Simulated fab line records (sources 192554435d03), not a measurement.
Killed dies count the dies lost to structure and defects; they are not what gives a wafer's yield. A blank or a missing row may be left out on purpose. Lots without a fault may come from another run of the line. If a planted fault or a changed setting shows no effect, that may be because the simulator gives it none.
Struck lot and sound lot, side by side | flow n5-finfet | 26 steps out of a route of 1938
Sound: wafers L605.2, L605.3, L605.6. Struck: wafers L611.1, L611.2, L611.4. The cause is named last.
Each step with rows lists, per side, the tool, then ch with its chambers, then its first start. Under that, the readings that differ: sound wafers | struck wafers | difference of the means | sigmas: that difference in standard deviations of wafers without a fault.
alike: a reading whose means differ by less than 2 such deviations, as well as words and numbers matching on both sides. not compared: withheld readings; readings where some wafer has no value; bounds like >300 that might hide an equal value; numbers whose values overlap and for which the record gives no deviation.
The two part at a step that has a row with sigmas, a row that says differs or no value, or rows on one side only. Numbers that have no deviation but don't overlap get no sigmas and don't part them. A reading that every wafer of one side lacks parts them only if that side has two wafers or more.

N5_BEOL_M12_SPUTTER_45: material Cu, target thk 80 nm, time 13.33 s.
  sound on pvd-sputter-03 at day 12 19:13; struck on pvd-sputter-02 at day 16 03:22
  alike: throttle-valve-pct
then, 1 step without rows for these wafers: N5_BEOL_M12_ECD_47 (material Cu, target thk 720 nm).
N5_BEOL_M12_ANNEAL_48: time 90 s.
  sound on rtp-anneal-01 ch 0, day 12 19:34; struck on rtp-anneal-01 ch 0, day 16 03:37
  alike: wafer_temp_C_max
N5_BEOL_M12_CMP_49: polishes, stops on SiOC, t overpolish 20.6 s, target thk 320 nm.
  sound on cmp-03 ch 0,1,2, day 12 19:50; struck on cmp-04 ch 0,1,3, day 16 03:55
  alike: barrier-field-endpoint-s, motor-current-A, overpolish-run-s
N5_BEOL_M12_THK_MEAS_50: measures by xrf.
  sound on film-metro-02 at day 12 20:07; struck on film-metro-02 at day 16 04:13
  alike: M12_THK
then, 2 steps without rows for these wafers: N5_BEOL_M12_PRE_CLEAN_52 (time 15 s); N5_BEOL_M12_DEP_53 (deposits SiCN from 3MS/NH3, target thk 30 nm, time 10.5 s).
N5_BEOL_M12_RS_MEAS_54: a four-point-probe measurement.
  sound on film-metro-02 at day 12 20:15; struck on film-metro-01 at day 16 04:20
  alike: M12_RS
N5_BEOL_M12_INSPECT_55: inspects for defects (darkfield).
  sound on defect-inspect-01 at day 12 20:16; struck on defect-inspect-02 at day 16 04:22
  alike: raw-defect-count
then, 1 step without rows for these wafers: N5_BEOL_M13_ILD_DEP_00 (deposits SiOC from DEMS/O2, target thk 837.92 nm, time 166.4 s).
N5_BEOL_M13_THK_MEAS_01:
  sound on film-metro-01 at day 12 20:28; struck on film-metro-01 at day 16 04:33
  alike: M13_ILD_THK
then, 1 step without rows for these wafers: N5_BEOL_M13_COAT_58 (time 60 s, resist thk 89 nm).
N5_BEOL_M13_COAT_04: resist thk 400 nm.
  sound on litho-track-05 ch 0, day 12 20:30; struck on litho-track-05 ch 0, day 16 04:35
  reading                                    | sound                | struck               | difference | sigmas
  spin-speed-rpm (rpm)                       | 1624.5 1623.1 1625.1 | 1673.4 1673.1 1674.3 | +49.4      | +41
  model.coat_of_BEOL_M13_COAT_04.thk-nm (nm) | 399.6 400 399.4      | 394.6 394.6 394.4    | -5.1       |
then, 6 steps without rows for these wafers: N5_BEOL_M13_EBR_06; N5_BEOL_M13_SOFTBAKE_05 (time 60 s); N5_BEOL_M13_EXPOSE_07 (exposes mask V12); N5_BEOL_M13_PEB_08 (peb time 90 s); N5_BEOL_M13_DEVELOP_09 (develop time 45 s); N5_BEOL_M13_HARDBAKE_14 (time 120 s).
N5_BEOL_M13_CD_MEAS_10 targets a cd of 190 nm.
  sound on cd-sem-01 ch 0, day 12 20:53; struck on cd-sem-01 ch 0, day 16 04:51
  reading    | sound             | struck            | difference | sigmas
  cd-nm (nm) | 188.5 188.2 189.1 | 191.9 190.8 191.6 | +2.8       | +3
N5_BEOL_M13_OVL_MEAS_11:
  sound on overlay-01 ch 0, day 12 20:55; struck on overlay-01 ch 0, day 16 04:53
  alike: V12_OVL
N5_BEOL_M13_INSPECT_12: inspects for defects (macro).
  sound on defect-inspect-01 at day 12 20:57; struck on defect-inspect-01 at day 16 04:55
  alike: raw-defect-count
N5_BEOL_M13_DESCUM_15: chemistry O2, time 7.9 s.
  sound on rie-diel-03 ch 1,2,3, day 12 20:59; struck on rie-diel-05 ch 1,2,3, day 16 04:56
  alike: drypump-motor-current-A, oes-product-au, rf-vpp-V, showerhead-plenum-p-Torr, throttle-valve-pct
  not compared: rf-hours-counter-h
then, 1 step without rows for these wafers: N5_BEOL_M13_ETCH_59 (etches BARC in N2/H2, target depth 89 nm, overetch 26.7 nm, time 67.9 s).
N5_BEOL_M13_VIA_ETCH_16: etches SiOC in C4F8/O2/Ar, target depth 921.7 nm.
  sound on rie-diel-03 ch 1,2,3, day 12 21:04; struck on rie-diel-05 ch 1,2,3, day 16 05:02
  alike: drypump-motor-current-A, he-outer-torr, oes-product-au, rf-vpp-V, showerhead-plenum-p-Torr, throttle-valve-pct
  not compared: model.coat_of_BEOL_M13_COAT_04.thk-nm
N5_BEOL_M13_STRIP_63: strips in N2/H2.
  sound on plasma-asher-02 ch 0,1, day 12 21:20; struck on plasma-asher-02 ch 0,1, day 16 05:16
  alike: drypump-motor-current-A, heater-power-w, oes-product-au, strip-time-to-endpoint-s
  not compared: rf-hours-counter-h

## WHERE THEY PART
First at N5_BEOL_M13_COAT_04; last, within this record, at N5_BEOL_M13_CD_MEAS_10. Later steps at which nothing parts them and some readings are alike: N5_BEOL_M13_OVL_MEAS_11, N5_BEOL_M13_INSPECT_12, N5_BEOL_M13_DESCUM_15, N5_BEOL_M13_VIA_ETCH_16, N5_BEOL_M13_STRIP_63.

WHY: whatever the simulator had introduced
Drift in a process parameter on litho-track-05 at N5_BEOL_M13_COAT_04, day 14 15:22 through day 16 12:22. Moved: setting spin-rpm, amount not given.
